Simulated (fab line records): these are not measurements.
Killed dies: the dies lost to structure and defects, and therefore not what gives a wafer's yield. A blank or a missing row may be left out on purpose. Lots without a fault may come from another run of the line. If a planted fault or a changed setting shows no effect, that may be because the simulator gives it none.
Matching of chambers :: flow n5 finfet :: 4 sister chambers for N5_FIN_SAQP_ETCH_34 on rie diel-03
The step etches SiO2 in C4F6/O2, target depth 45 nm, time 15 s. 4 wafers are shown with their chamber, then 7 later ones without.

## WAFERS, EACH WITH ITS CHAMBER
wafer: L085.3
chamber: 2
showerhead plenum p Torr (Torr): 2.75

wafer: L085.5
chamber: 3
showerhead plenum p Torr (Torr): 2.96

wafer: L087.1
chamber: 0
showerhead plenum p Torr (Torr): 2.95

wafer: L087.4
chamber: 1
showerhead plenum p Torr (Torr): 3.03

## WAFERS WITH NO CHAMBER GIVEN
wafer: L087.5
showerhead plenum p Torr (Torr): 2.75

wafer: L090.4
showerhead plenum p Torr (Torr): 2.95

wafer: L090.5
showerhead plenum p Torr (Torr): 2.74

wafer: L090.6
showerhead plenum p Torr (Torr): 2.95

wafer: L095.1
showerhead plenum p Torr (Torr): 2.74

wafer: L095.3
showerhead plenum p Torr (Torr): 3.03

wafer: L095.5
showerhead plenum p Torr (Torr): 2.94

## THE CHAMBER EACH PASSED THROUGH
wafer: L087.5
from the rows above: 2
in truth: 2

wafer: L090.4
from the rows above: can't be placed: 0 or 3
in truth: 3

wafer: L090.5
from the rows above: 2
in truth: 2

wafer: L090.6
from the rows above: can't be placed: 0 or 3
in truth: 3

wafer: L095.1
from the rows above: 2
in truth: 2

wafer: L095.3
from the rows above: 1
in truth: 1

wafer: L095.5
from the rows above: can't be placed: 0 or 3
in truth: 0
Correct placement for 4 of the 7. From these rows, 3 cannot be placed; in 3 the true chamber is one of the candidates. 0 placed wrongly.
How it was worked out, from the rows above alone: a wafer's distance from a chamber is the root of the sum, over the readings, of the square of ((its reading less the chamber's mean) divided by the reading's scatter). If the next closest chamber is less than 2 further off than the closest, the wafer can't be placed; otherwise it belongs to the closest. For every chamber, the mean is computed from those of its wafers that are shown. The scatter: with one shown wafer a chamber, the root of the mean of the squares of how far each hidden wafer lies from its nearest shown one.
